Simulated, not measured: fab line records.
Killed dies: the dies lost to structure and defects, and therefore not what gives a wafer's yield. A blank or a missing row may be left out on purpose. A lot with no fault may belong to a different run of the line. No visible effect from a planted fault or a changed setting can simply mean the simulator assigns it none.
Matching of chambers    flow n5 finfet    4 sister chambers for N5_BEOL_M6_CMP_52 on cmp-02
The step polishes, stops on SiCOH lowk, t overpolish 6.9 s, target thk 80 nm. 8 wafers are shown with their chamber, then 7 later ones without.

## WAFERS PAIRED WITH THEIR CHAMBERS
wafer   chamber  motor current A (A)  time to endpoint s (s)
L082.4  3        6.5                  64
L083.1  2        5.7                  59
L083.6  0        6.0                  71
L085.1  1        7.5                  59
L085.3  2        5.9                  60
L085.5  0        6.2                  68
L091.2  3        6.5                  61
L091.3  1        7.1                  59

## WAFERS WITHOUT THEIR CHAMBER
wafer   motor current A (A)  time to endpoint s (s)
L091.5  6.1                  60
L089.1  6.0                  57
L089.4  6.1                  61
L089.6  5.8                  60
L093.3  7.6                  61
L093.5  5.9                  64
L093.6  7.4                  61

## WHICH CHAMBER EACH ONE RAN IN
wafer    from the rows above            in truth
L091.5   can't be placed: 2 or 3        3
L089.1   2                              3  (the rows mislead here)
L089.4   can't be placed: 2 or 3        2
L089.6   2                              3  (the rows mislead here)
L093.3   1                              1
L093.5   can't be placed: 2 or 3 or 0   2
L093.6   1                              1
Correct placement for 2 of the 7. From these rows, 3 cannot be placed; in 3 the true chamber is one of the candidates. 2 placed wrongly.
How it was worked out, from the rows above alone: a wafer's distance from a chamber is the root of the sum, over the readings, of the square of ((its reading less the chamber's mean) divided by the reading's scatter). The wafer belongs to the nearest chamber; if the next one is less than 2 further off, it can't be placed. For every chamber, the mean is computed from those of its wafers that are shown. The scatter: take each reading less its chamber's mean, square it, sum over the shown wafers, divide by the number of wafers less the number of chambers, and take the root.
